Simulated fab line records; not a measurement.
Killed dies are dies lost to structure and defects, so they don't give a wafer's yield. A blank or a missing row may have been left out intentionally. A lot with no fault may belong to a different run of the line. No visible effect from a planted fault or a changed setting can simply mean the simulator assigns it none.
fab line records ; flow n5_finfet
[record] lots = 6; wafers = 18; last_day = 18
route steps=1938 shown BEOL_M14@1767 BEOL_M15@1773
lots untouched by any fault: they come from a run of this same line in which no faults occurred
start_h: start of the lot's first displayed wafer, in hours after the record's first day ; wait_h: how many hours have passed since the lot's step before this one ; " the same as in the row above ; L1.1+2: one row covering several wafers at once ; - value missing, or start not given ; * or withheld: withheld ; < > ~ a bound
route shown NAME@n: names a module that has steps shown in the file, with the first one's number in the route ; usual: mean/standard deviation of fault-free wafers ; same: alike in all rows ; chamber/n: place in a boat ; sites: readings site by site ; _std_site: standard deviation of those values ; _edge_site: inner sites' mean taken away from outer sites' mean ; radius_mm: for every site, how far away it sits from the centre of the wafer ; mask NAME#n: copy n ; behind: the tool/chamber that last shaped the wafer ; hold: the reason the lot was held/the length of the hold in hours/how it ended ; device: the n, p or np transistor that did not switch ; end of line: at the end of the route, the tests of the same wafers ; a step without rows: its recipe alone ; killed: dies that structure and defects cost at the first sort, which is not the same as the wafer's yield ; map: a wafer's dies, x killed, . not, _ none there
set.NAME: the setting that was run; set.NAME@STEP: the one run at that earlier step ; model.NAME: the simulator's own value behind a step, which no gauge read
certain route steps with their lots: each step a table, each wafer a row
services: when a tool's chamber went out of use (start_h, in hours from the record's first day, below 0 if earlier), for how many hours, and the reason
[[steps]]
[step N5_BEOL_M14_CMP_49]
[recipe] stop_on = SiO2; t_overpolish_s = 5.2; down_force_psi = 2; platen_rpm = 80; clearing_platen_down_force_psi = 2; clearing_platen_rpm = 80; post_cmp_clean = cu_alkaline; target_thk_nm = 560; clearing_platen_pad_velocity_m_s = 1.5917; pad_velocity_m_s = 1.5917
[usual] barrier_field_endpoint_s = 11.36/0.23; clearing_platen_down_force_psi = 2.000/0.0042; motor_current_A = 8.1/0.67; overpolish_run_s = 5.201/0.0077; time_to_endpoint_s = 121/3.3
lot.wafer;tool;chamber;start_h;wait_h;barrier_field_endpoint_s;clearing_platen_down_force_psi;motor_current_A;overpolish_run_s;time_to_endpoint_s
L362.1;cmp-01;2;303.23;0.3;11.49;2.001;7.7;5.210;121
L362.4;cmp-01;3;303.23;0.3;11.60;1.997;6.9;5.203;122
L362.5;cmp-01;2;303.23;0.3;11.75;2.002;7.5;5.207;125
L363.3;cmp-04;2;303.31;0.2;11.35;1.994;8.4;5.219;121
L363.1;cmp-04;3;303.31;0.2;11.30;1.995;8.3;5.197;119
L363.4;cmp-04;0;303.31;0.2;11.32;2.004;7.6;5.197;120
L366.2;cmp-01;1;332.22;0.4;11.33;2.004;8.8;5.197;119
L366.4;cmp-01;2;332.22;0.4;11.50;2.004;7.8;5.200;121
L366.5;cmp-01;2;332.22;0.4;11.35;2.005;7.9;5.205;122
L369.3;cmp-03;0;333.49;0.2;11.26;1.995;8.8;5.191;118
L369.4;cmp-03;1;333.49;0.2;11.19;2.000;8.3;5.193;117
L369.6;cmp-03;1;333.49;0.2;11.31;2.004;8.5;5.208;115
L377.4;cmp-01;2;397.27;0.1;11.59;2.000;7.9;5.212;126
L377.2;cmp-01;3;397.27;0.1;11.61;2.000;6.6;5.208;128
L377.6;cmp-01;2;397.27;0.1;11.56;2.003;7.6;5.207;129
L381.4;cmp-03;3;419.92;0.2;10.68;2.008;8.0;5.193;118
L381.6;cmp-03;1;419.92;0.2;10.73;2.000;8.3;5.212;118
L381.5;cmp-03;2;419.92;0.2;11.29;2.002;8.9;5.224;125
[step N5_BEOL_M14_THK_MEAS_50]
[recipe] thk_meas_gauge = xrf; reads = Cu_of_BEOL_M14_ECD_47
[usual] M14_THK = 554/8.1
lot.wafer;tool;chamber;start_h;wait_h;M14_THK[nm]
L362.1;film_metro-02;-;303.52;-;570
L362.4;film_metro-02;-;303.52;-;556
L362.5;film_metro-02;-;303.52;-;564
L363.1;film_metro-02;-;303.60;-;560
L363.3;film_metro-02;-;303.60;-;542
L363.4;film_metro-02;-;303.60;-;563
L366.2;film_metro-01;-;332.52;-;563
L366.4;film_metro-01;-;332.52;-;561
L366.5;film_metro-01;-;332.52;-;562
L369.3;film_metro-01;-;333.79;-;552
L369.4;film_metro-01;-;333.79;-;529
L369.6;film_metro-01;-;333.79;-;558
L377.2;film_metro-02;-;397.56;-;553
L377.4;film_metro-02;-;397.56;-;555
L377.6;film_metro-02;-;397.56;-;542
L381.4;film_metro-01;-;420.14;-;539
L381.5;film_metro-01;-;420.14;-;553
L381.6;film_metro-01;-;420.14;-;554
[step N5_BEOL_M14_PRE_CLEAN_52]
[recipe] gas = NH3; time_s = 15; temp_c = withheld; rf_power_w = 300
[step N5_BEOL_M14_DEP_53]
[recipe] material = SiCN; target_thk_a = 500; temp_c = withheld; precursor = 3MS/NH3; pressure_torr = 3; rf_w = 675; time_s = 17.8
[usual] showerhead_plenum_p_Torr = 4.168/0.023; throttle_valve_pct = 18.3/1.3
lot.wafer;tool;chamber;start_h;wait_h;showerhead_plenum_p_Torr;throttle_valve_pct
L362.1;pecvd-02;0;303.58;0.0;4.128;18.1
L362.4;pecvd-02;2;303.58;0.0;4.202;16.7
L362.5;pecvd-02;1;303.58;0.0;4.163;20.6
L363.1;pecvd-04;1;303.67;0.0;4.214;18.9
L363.3;pecvd-04;0;303.67;0.0;4.150;17.6
L363.4;pecvd-04;2;303.67;0.0;4.155;18.1
L366.2;pecvd-02;2;332.58;0.0;4.182;16.4
L366.4;pecvd-02;2;332.58;0.0;4.187;16.5
L366.5;pecvd-02;1;332.58;0.0;4.151;20.4
L369.3;pecvd-03;2;333.85;0.0;4.149;16.9
L369.4;pecvd-03;1;333.85;0.0;4.173;21.0
L369.6;pecvd-03;2;333.85;0.0;4.161;16.9
L377.2;pecvd-02;1;397.62;0.0;4.156;20.2
L377.4;pecvd-02;0;397.62;0.0;4.150;18.5
L377.6;pecvd-02;1;397.62;0.0;4.153;20.4
L381.4;pecvd-02;1;420.22;0.0;4.163;20.4
L381.5;pecvd-02;0;420.22;0.0;4.139;18.4
L381.6;pecvd-02;2;420.22;0.0;4.189;16.6
[step N5_BEOL_M14_RS_MEAS_54]
[recipe] thk_meas_gauge = four-point-probe; reads = Cu_of_BEOL_M14_ECD_47+Ta_of_BEOL_M14_SPUTTER_44+TaN_of_BEOL_M14_SPUTTER_43
[usual] M14_RS = 0.0332/0.00048
lot.wafer;tool;chamber;start_h;wait_h;M14_RS[ohm/sq]
L362.1;film_metro-02;-;303.65;0.0;0.0322
L362.4;film_metro-02;-;303.65;0.0;0.0332
L362.5;film_metro-02;-;303.65;0.0;0.0325
L363.1;film_metro-02;-;303.73;0.0;0.0327
L363.3;film_metro-02;-;303.73;0.0;0.0336
L363.4;film_metro-02;-;303.73;0.0;0.0329
L366.2;film_metro-02;-;332.65;0.1;0.0326
L366.4;film_metro-02;-;332.65;0.1;0.0326
L366.5;film_metro-02;-;332.65;0.1;0.0326
L369.3;film_metro-01;-;333.91;0.1;0.0329
L369.4;film_metro-01;-;333.91;0.1;0.0343
L369.6;film_metro-01;-;333.91;0.1;0.0326
L377.2;film_metro-01;-;397.69;0.1;0.0329
L377.4;film_metro-01;-;397.69;0.1;0.0330
L377.6;film_metro-01;-;397.69;0.1;0.0338
L381.4;film_metro-01;-;420.27;0.0;0.0341
L381.5;film_metro-01;-;420.27;0.0;0.0332
L381.6;film_metro-01;-;420.27;0.0;0.0331
[step N5_BEOL_M14_INSPECT_55]
[recipe] inspect_instrument = darkfield; mode = post_dep
[usual] raw_defect_count = 70/22
lot.wafer;tool;chamber;start_h;wait_h;raw_defect_count
L362.1;defect_inspect-01;-;303.68;0.0;62
L362.4;defect_inspect-01;-;303.68;0.0;72
L362.5;defect_inspect-01;-;303.68;0.0;37
L363.1;defect_inspect-02;-;303.76;0.0;61
L363.3;defect_inspect-02;-;303.76;0.0;96
L363.4;defect_inspect-02;-;303.76;0.0;59
L366.2;defect_inspect-02;-;332.68;0.0;40
L366.4;defect_inspect-02;-;332.68;0.0;49
L366.5;defect_inspect-02;-;332.68;0.0;45
L369.3;defect_inspect-01;-;333.94;0.0;78
L369.4;defect_inspect-01;-;333.94;0.0;56
L369.6;defect_inspect-01;-;333.94;0.0;39
L377.2;defect_inspect-02;-;397.72;0.0;45
L377.4;defect_inspect-02;-;397.72;0.0;70
L377.6;defect_inspect-02;-;397.72;0.0;89
L381.4;defect_inspect-02;-;420.30;0.0;121
L381.5;defect_inspect-02;-;420.30;0.0;96
L381.6;defect_inspect-02;-;420.30;0.0;49
[step N5_BEOL_M15_ILD_DEP_00]
[recipe] material = SiO2; target_thk_a = 16293; temp_c = 400; precursor = TEOS/O2; pressure_torr = 6.5; rf_w = 900; teos_flow_sccm = 161.4; gas = O2; flow_sccm = 2650; time_s = 346.1
[usual] heater_power_w = 464/83; showerhead_plenum_p_Torr = 8.35/0.032; throttle_valve_pct = 19.0/1.2
lot.wafer;tool;chamber;start_h;wait_h;heater_power_w;showerhead_plenum_p_Torr;throttle_valve_pct
L362.1;pecvd-03;0;303.71;0.0;459;8.36;17.5
L362.4;pecvd-03;2;303.71;0.0;636;8.31;17.5
L362.5;pecvd-03;1;303.71;0.0;389;8.36;21.4
L363.1;pecvd-01;0;303.80;0.0;390;8.33;17.9
L363.3;pecvd-01;1;303.80;0.0;521;8.34;20.4
L363.4;pecvd-01;2;303.80;0.0;442;8.34;19.9
L366.2;pecvd-01;0;332.71;0.0;434;8.34;18.0
L366.4;pecvd-01;2;332.71;0.0;426;8.34;20.0
L366.5;pecvd-01;1;332.71;0.0;511;8.35;20.1
L369.3;pecvd-04;0;333.98;0.0;580;8.32;17.9
L369.4;pecvd-04;2;333.98;0.0;441;8.31;18.6
L369.6;pecvd-04;0;333.98;0.0;475;8.33;18.4
L377.2;pecvd-04;1;397.75;0.0;471;8.45;19.6
L377.4;pecvd-04;0;397.75;0.0;493;8.31;18.1
L377.6;pecvd-04;1;397.75;0.0;575;8.43;19.4
L381.4;pecvd-01;1;420.44;0.1;370;8.36;18.5
L381.5;pecvd-01;2;420.44;0.1;329;8.34;20.4
L381.6;pecvd-01;0;420.44;0.1;464;8.33;17.6
[step N5_BEOL_M15_THK_MEAS_01]
[recipe] reads = SiO2_of_BEOL_M15_ILD_DEP_00
[usual] M15_ILD_THK = 1630/21
lot.wafer;tool;chamber;start_h;wait_h;M15_ILD_THK[nm]
L362.1;film_metro-02;-;303.96;0.1;1613
L362.4;film_metro-02;-;303.96;0.1;1659
L362.5;film_metro-02;-;303.96;0.1;1659
L363.1;film_metro-02;-;304.05;0.1;1591
L363.3;film_metro-02;-;304.05;0.1;1597
L363.4;film_metro-02;-;304.05;0.1;1620
L366.2;film_metro-01;-;332.96;0.1;1612
L366.4;film_metro-01;-;332.96;0.1;1664
L366.5;film_metro-01;-;332.96;0.1;1639
L369.3;film_metro-02;-;334.23;0.1;1622
L369.4;film_metro-02;-;334.23;0.1;1673
L369.6;film_metro-02;-;334.23;0.1;1643
L377.2;film_metro-02;-;398.00;0.1;1623
L377.4;film_metro-02;-;398.00;0.1;1654
L377.6;film_metro-02;-;398.00;0.1;1636
L381.4;film_metro-02;-;420.58;0.0;1647
L381.5;film_metro-02;-;420.58;0.0;1641
L381.6;film_metro-02;-;420.58;0.0;1620
[step N5_BEOL_M15_COAT_58]
[recipe] resist = BARC; temp_c = 205; time_s = 60; spin_rpm = 1500; resist_thk_nm = 89
[step N5_BEOL_M15_COAT_04]
[recipe] spin_rpm = 1704; resist_thk_nm = 800
[step N5_BEOL_M15_EBR_06]
[recipe] solvent = PGMEA; ebr_width_mm = 1.5
[step N5_BEOL_M15_SOFTBAKE_05]
[recipe] temp_c = 130; time_s = 60
[step N5_BEOL_M15_EXPOSE_07]
[recipe] mask_id = V14; na = 0.8; source_shape = annular; sigma_inner = 0.5; sigma_outer = 0.8; polarization = unpolarized; attpsm_phase_deg = 180; dose_mj = 41.25
[usual] exposure_dose_mJ_cm2 = 41.23/0.042; focus_offset_nm = -0.1/0.55
lot.wafer;tool;chamber;start_h;wait_h;mask;exposure_dose_mJ_cm2;focus_offset_nm
L362.1;krf_scanner-02;0;304.22;-;V14#0;41.24;-0.9
L362.4;krf_scanner-02;0;304.22;-;V14#0;41.20;0.9
L362.5;krf_scanner-02;0;304.22;-;V14#0;41.28;0.4
L363.1;krf_scanner-01;0;304.38;-;V14#0;41.23;-0.8
L363.3;krf_scanner-01;0;304.38;-;V14#0;41.23;-1.1
L363.4;krf_scanner-01;0;304.38;-;V14#0;41.22;-0.4
L366.2;krf_scanner-02;-;333.22;-;V14#0;-;-
L366.4;krf_scanner-02;-;333.22;-;V14#0;-;-
L366.5;krf_scanner-02;-;333.22;-;V14#0;-;-
L369.3;krf_scanner-02;-;334.37;-;V14#0;-;-
L369.4;krf_scanner-02;-;334.37;-;V14#0;-;-
L369.6;krf_scanner-02;-;334.37;-;V14#0;-;-
L377.2;krf_scanner-01;0;398.27;-;V14#0;41.24;-0.2
L377.4;krf_scanner-01;0;398.27;-;V14#0;41.27;0.0
L377.6;krf_scanner-01;0;398.27;-;V14#0;41.21;0.0
L381.4;krf_scanner-02;0;420.86;-;V14#0;41.25;-1.0
L381.5;krf_scanner-02;0;420.86;-;V14#0;41.30;-0.5
L381.6;krf_scanner-02;0;420.86;-;V14#0;41.20;0.0
[step N5_BEOL_M15_PEB_08]
[recipe] peb_temp_c = 130; peb_time_s = 90
[[services]]
tool;chamber;start_h;hours;kind
krf_scanner-02;-;283.03;1.8;repair
pecvd-01;-;288.17;2.8;pm
pecvd-03;-;297.02;5.5;pm
cmp-03;-;297.74;5.6;repair
pecvd-02;0;298.21;2.1;scheduled_down
cmp-04;-;306.38;0.4;repair
krf_scanner-01;-;308.13;3.0;pm
cmp-04;-;314.71;4.0;pm
pecvd-02;1;325.62;5.5;scheduled_down
pecvd-02;1;333.33;8.4;repair
cmp-01;-;343.50;0.9;repair
krf_scanner-01;-;344.30;0.8;pm
pecvd-04;0;344.39;3.6;repair
krf_scanner-02;-;348.03;1.1;repair
cmp-03;-;363.75;4.2;pm
krf_scanner-02;-;376.39;1.5;repair
krf_scanner-02;-;385.49;2.4;repair
krf_scanner-02;-;387.93;1.0;pm
krf_scanner-01;-;388.93;1.0;pm
krf_scanner-02;-;391.60;0.5;repair
krf_scanner-01;-;393.51;0.6;repair
krf_scanner-02;-;399.93;0.8;pm
krf_scanner-02;-;407.15;1.3;pm
cmp-04;-;408.43;2.8;repair
[[key]]
[first_sign] step = N5_BEOL_M15_EXPOSE_07; reading = tool_record; direction = missing
effect none on later readings
met_at N5_BEOL_M15_EXPOSE_07
struck_wafers L366.2,L366.4,L366.5,L369.3,L369.4,L369.6
later_rows_left_out L366.2,L366.4,L366.5,L369.3,L369.4,L369.6
sort_left_out L366.2,L366.4,L366.5,L369.3,L369.4,L369.6
onset_between 304.22 333.22
[fault] kind = skipped_step_whole; tool = krf_scanner-02; chamber = -; onset_h = 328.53; steps = N5_BEOL_M15_EXPOSE_07; scope = struck_lots_only
// sort_left_out: the simulated sort isn't trusted on such a fault, so these wafers' sort isn't shown, and their yield isn't known
// later_rows_left_out: the simulator's readings of these wafers behind a module that went badly wrong aren't trusted and aren't shown, but for the sort
